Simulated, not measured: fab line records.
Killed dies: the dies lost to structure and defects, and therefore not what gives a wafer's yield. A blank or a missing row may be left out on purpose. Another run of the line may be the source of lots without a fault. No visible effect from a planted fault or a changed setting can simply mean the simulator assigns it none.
Lot-split experiment	flow n5_finfet	route with 1938 steps; 7 lots, 21 wafers read

== ON THE SPLIT ==
At N5_BEOL_M13_COAT_66 (time 60 s, resist thk 110 nm), the setting spin_rpm was moved away from the recipe's 1500 rpm on 8 of the 21 wafers read, by -10.5% to +9.1%. The other wafers ran this setting at the recipe's value.

== FROM THE SPLIT TO THE READING: what the file shows between them, 4 steps ==
- N5_BEOL_M13_COAT_22: resist thk 300 nm
- N5_BEOL_M13_EBR_24
- N5_BEOL_M13_DESCUM_33: chemistry O2, time 7.9 s
- N5_BEOL_M13_ETCH_67: etches SiARC in CF4, target depth 143 nm, time 238.3 s

== THE READING ==
SiARC_of_BEOL_M13_COAT_66.thk_nm (the simulator's own value, which no gauge read), in nm, at N5_BEOL_M13_ETCH_68 (etches SOC in N2/H2, time 355 s). No usual value for it is given in the file. Average 76.8 nm, standard deviation 0.61 nm, over the 13 wafers here run with the recipe.

wafer	tool, chamber at the split	spin_rpm as run, rpm	against the recipe	SiARC_of_BEOL_M13_COAT_66.thk_nm, nm	against lot-mates on the recipe
L078.2	litho_track-03, 0	1500	recipe	76.2	-
L078.3	litho_track-03, 0	1500	recipe	77.2	-
L078.5	litho_track-03, 0	1636	+9.1%	72	-4.7
L080.4	litho_track-02, 0	1500	recipe	75.8	-
L080.5	litho_track-02, 0	1500	recipe	76.6	-
L080.6	litho_track-02, 0	1500	recipe	76.8	-
L076.1	litho_track-02, 0	1500	recipe	75.8	-
L076.3	litho_track-02, 0	1362	-9.2%	82.6	+6.8
L076.4	litho_track-02, 0	1362	-9.2%	82	+6.2
L091.1	litho_track-02, 0	1500	recipe	76.6	-
L091.3	litho_track-02, 0	1500	recipe	77.2	-
L091.4	litho_track-02, 0	1500	recipe	77.4	-
L090.3	litho_track-03, 0	1500	recipe	76.2	-
L090.4	litho_track-03, 0	1545	+3.0%	75.2	-1.0
L090.5	litho_track-03, 0	1545	+3.0%	75.2	-1.0
L093.4	litho_track-02, 0	1557	+3.8%	76	-1.8
L093.5	litho_track-02, 0	1500	recipe	77.8	-
L093.6	litho_track-02, 0	1557	+3.8%	74.4	-3.4
L095.1	litho_track-02, 0	1342	-10.5%	83.6	+6.4
L095.4	litho_track-02, 0	1500	recipe	77	-
L095.5	litho_track-02, 0	1500	recipe	77.4	-

THE FIT
A straight line over all 21 wafers: SiARC_of_BEOL_M13_COAT_66.thk_nm changes by -0.58 nm for each +1% of spin_rpm; r = -0.97; the points scatter about the line by 0.63 nm.
The same after taking each lot's own level away (the mean of its wafers on the recipe; 21 wafers): -0.621 nm for each +1%; r = -0.98; scatter 0.56 nm.
The reading moves by 6.5 nm for the largest change in spin_rpm, on that fit.
Across the lots, their own levels run from 75.80 to 77.80 nm, a range of 3.3 times the standard deviation given above.
The two slopes agree, so the slope changes little with the lot-to-lot level.
Check: with one of the wafers moved furthest among these (-10.5%) left out of the fit, the line predicts +6.85 nm for it against its lot-mates. Against them it came out at +6.4 nm.

== THE WHOLE CHAIN: every reading that the file lists as answering this split, in the file's order ==
step	what it does	reading	change (the file's fit)	r (the file's)
N5_BEOL_M13_COAT_66	time 60 s, resist thk 110 nm	SiARC_of_BEOL_M13_COAT_66.thk_nm (the simulator's own value, which no gauge read)	-0.576 nm for each +1% of the setting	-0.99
N5_BEOL_M13_ETCH_67	etches SiARC in CF4, target depth 143 nm, time 238.3 s	etch_rf_on_time_s	withheld for each +1% of the setting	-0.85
N5_BEOL_M13_ETCH_67	etches SiARC in CF4, target depth 143 nm, time 238.3 s	etch.depth_nm (the simulator's own value, which no gauge read)	-0.57 nm for each +1% of the setting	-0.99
N5_BEOL_M13_ETCH_67	etches SiARC in CF4, target depth 143 nm, time 238.3 s	coat_of_BEOL_M13_COAT_22.thk_nm (the simulator's own value, which no gauge read)	+0.393 nm for each +1% of the setting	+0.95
N5_BEOL_M13_ETCH_68	etches SOC in N2/H2, time 355 s	SiARC_of_BEOL_M13_COAT_66.thk_nm (the simulator's own value, which no gauge read)	-0.607 nm for each +1% of the setting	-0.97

== FILE'S OWN FIT ==
SiARC_of_BEOL_M13_COAT_66.thk_nm changes by -0.607 nm for each +1% of spin_rpm, r = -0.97.
